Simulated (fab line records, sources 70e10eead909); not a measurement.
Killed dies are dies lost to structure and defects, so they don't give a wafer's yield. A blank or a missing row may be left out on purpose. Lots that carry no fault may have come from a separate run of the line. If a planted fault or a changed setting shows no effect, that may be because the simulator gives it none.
Matching of chambers || flow nandHarc || NHARC_A_CHANNEL_FILL_D2_ALD_25 on aldHk-04 has 4 sister chambers
The step deposits SiOx, target thk 60 nm, pulse time 10 s, ald cycles 600. 20 wafers are shown with their chamber, then 10 later ones without.

== EACH WAFER AND ITS CHAMBER ==
{"wafer": "L075.3", "chamber": 3, "heaterPowerW (W)": 547, "precursorPulseHeightRel": 1.014}
{"wafer": "L075.4", "chamber": 0, "heaterPowerW (W)": 427, "precursorPulseHeightRel": 1.053}
{"wafer": "L075.6", "chamber": 3, "heaterPowerW (W)": 539, "precursorPulseHeightRel": 1.003}
{"wafer": "L078.3", "chamber": 2, "heaterPowerW (W)": 493, "precursorPulseHeightRel": 1.018}
{"wafer": "L078.2", "chamber": 0, "heaterPowerW (W)": 420, "precursorPulseHeightRel": 1.018}
{"wafer": "L078.6", "chamber": 2, "heaterPowerW (W)": 482, "precursorPulseHeightRel": 0.991}
{"wafer": "L082.4", "chamber": 0, "heaterPowerW (W)": 440, "precursorPulseHeightRel": 0.992}
{"wafer": "L082.3", "chamber": 1, "heaterPowerW (W)": 405, "precursorPulseHeightRel": 0.970}
{"wafer": "L082.1", "chamber": 2, "heaterPowerW (W)": 507, "precursorPulseHeightRel": 0.997}
{"wafer": "L082.2", "chamber": 3, "heaterPowerW (W)": 542, "precursorPulseHeightRel": 0.967}
{"wafer": "L082.5", "chamber": 0, "heaterPowerW (W)": 439, "precursorPulseHeightRel": 1.007}
{"wafer": "L082.6", "chamber": 1, "heaterPowerW (W)": 403, "precursorPulseHeightRel": 1.026}
{"wafer": "L089.2", "chamber": 0, "heaterPowerW (W)": 444, "precursorPulseHeightRel": 1.020}
{"wafer": "L089.6", "chamber": 1, "heaterPowerW (W)": 402, "precursorPulseHeightRel": 1.010}
{"wafer": "L089.5", "chamber": 2, "heaterPowerW (W)": 502, "precursorPulseHeightRel": 0.992}
{"wafer": "L087.4", "chamber": 2, "heaterPowerW (W)": 492, "precursorPulseHeightRel": 0.974}
{"wafer": "L087.5", "chamber": 3, "heaterPowerW (W)": 528, "precursorPulseHeightRel": 0.992}
{"wafer": "L087.6", "chamber": 2, "heaterPowerW (W)": 495, "precursorPulseHeightRel": 0.995}
{"wafer": "L087.1", "chamber": 3, "heaterPowerW (W)": 533, "precursorPulseHeightRel": 0.991}
{"wafer": "L087.2", "chamber": 0, "heaterPowerW (W)": 441, "precursorPulseHeightRel": 0.954}

SIGNATURES, as means of the wafers listed above
{"reading": "heaterPowerW", "chamber 0": 435.17, "chamber 1": 403.33, "chamber 2": 495.17, "chamber 3": 537.80, "scatter within a chamber": 8.1}
{"reading": "precursorPulseHeightRel", "chamber 0": 1.00733, "chamber 1": 1.00200, "chamber 2": 0.99450, "chamber 3": 0.99340, "scatter within a chamber": 0.0241}
Rule: distance of a wafer from a chamber = root of the sum over the readings of ((wafer's reading minus chamber's mean) / reading's scatter) squared. If the next closest chamber is less than 2 further off than the closest, the wafer can't be placed; otherwise it belongs to the closest. The scatter is the square root of a quotient: the sum, over the shown wafers, of each reading's squared deviation from its chamber's mean, divided by wafers minus chambers.

== WAFERS WHOSE CHAMBER IS MISSING ==
{"wafer": "L087.3", "heaterPowerW (W)": 400, "precursorPulseHeightRel": 0.999}
{"wafer": "L092.3", "heaterPowerW (W)": 449, "precursorPulseHeightRel": 0.979}
{"wafer": "L092.5", "heaterPowerW (W)": 397, "precursorPulseHeightRel": 0.969}
{"wafer": "L092.6", "heaterPowerW (W)": 509, "precursorPulseHeightRel": 0.997}
{"wafer": "L096.2", "heaterPowerW (W)": 519, "precursorPulseHeightRel": 1.018}
{"wafer": "L096.4", "heaterPowerW (W)": 508, "precursorPulseHeightRel": 0.983}
{"wafer": "L096.5", "heaterPowerW (W)": 499, "precursorPulseHeightRel": 1.011}
{"wafer": "L095.4", "heaterPowerW (W)": 545, "precursorPulseHeightRel": 1.019}
{"wafer": "L095.2", "heaterPowerW (W)": 408, "precursorPulseHeightRel": 1.007}
{"wafer": "L095.5", "heaterPowerW (W)": 532, "precursorPulseHeightRel": 0.988}

== CHAMBER TAKEN BY EACH ==
{"wafer": "L087.3", "from the rows above": 1, "in truth": 1}
{"wafer": "L092.3", "from the rows above": 0, "in truth": 0}
{"wafer": "L092.5", "from the rows above": 1, "in truth": 1}
{"wafer": "L092.6", "from the rows above": "can't be placed: 2 or 3", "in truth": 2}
{"wafer": "L096.2", "from the rows above": "can't be placed: 3 or 2", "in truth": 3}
{"wafer": "L096.4", "from the rows above": 2, "in truth": 2}
{"wafer": "L096.5", "from the rows above": 2, "in truth": 2}
{"wafer": "L095.4", "from the rows above": 3, "in truth": 3}
{"wafer": "L095.2", "from the rows above": 1, "in truth": 1}
{"wafer": "L095.5", "from the rows above": 3, "in truth": 3}
Placed correctly: 8 of 10. Cannot be placed on the basis of these rows: 2; the candidates contain the true chamber in 2. Placed wrongly: 0.
